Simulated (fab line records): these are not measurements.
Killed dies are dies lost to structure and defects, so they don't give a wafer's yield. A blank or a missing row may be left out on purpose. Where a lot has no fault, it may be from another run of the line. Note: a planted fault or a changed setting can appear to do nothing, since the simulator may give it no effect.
Matching of chambers + flow n5-finfet + rie-diel-03 running N5_FIN_SAQP_ETCH_69: 4 sister chambers
The step etches SOC in N2/H2, stops on SiNx, target depth 150 nm. 4 wafers are shown with their chamber, then 10 later ones without.

WAFERS WITH THEIR CHAMBER
| wafer  | chamber | showerhead-plenum-p-Torr (Torr) |
|--------|---------|---------------------------------|
| L078.1 | 3       | 2.50                            |
| L088.3 | 1       | 2.61                            |
| L091.1 | 0       | 2.46                            |
| L091.2 | 2       | 2.45                            |

WAFERS WITH NO CHAMBER GIVEN
| wafer  | showerhead-plenum-p-Torr (Torr) |
|--------|---------------------------------|
| L091.6 | 2.45                            |
| L092.1 | 2.49                            |
| L092.2 | 2.45                            |
| L092.4 | 2.49                            |
| L094.3 | 2.45                            |
| L094.4 | 2.45                            |
| L094.5 | 2.49                            |
| L095.1 | 2.45                            |
| L095.2 | 2.45                            |
| L095.6 | 2.45                            |

CHAMBER TAKEN BY EACH
| wafer  | from the rows above     | in truth |
|--------|-------------------------|----------|
| L091.6 | can't be placed: 2 or 0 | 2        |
| L092.1 | 3                       | 3        |
| L092.2 | can't be placed: 2 or 0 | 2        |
| L092.4 | 3                       | 3        |
| L094.3 | can't be placed: 2 or 0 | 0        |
| L094.4 | can't be placed: 2 or 0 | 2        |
| L094.5 | 3                       | 3        |
| L095.1 | can't be placed: 2 or 0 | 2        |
| L095.2 | can't be placed: 2 or 0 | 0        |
| L095.6 | can't be placed: 2 or 0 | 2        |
Placed correctly: 3 of 10. Unplaceable from these rows: 7, with the true chamber sitting among the candidates in 7. 0 placed wrongly.
How it was worked out, from the rows above alone: a wafer's distance from a chamber is the root of the sum, over the readings, of the square of ((its reading less the chamber's mean) divided by the reading's scatter). The wafer belongs to the nearest chamber; if the next one is less than 2 further off, it can't be placed. Each chamber's mean is taken over the wafers shown for it. The scatter (one wafer shown for each chamber): square how far every hidden wafer sits from the nearest shown wafer, average those squares and take the square root.
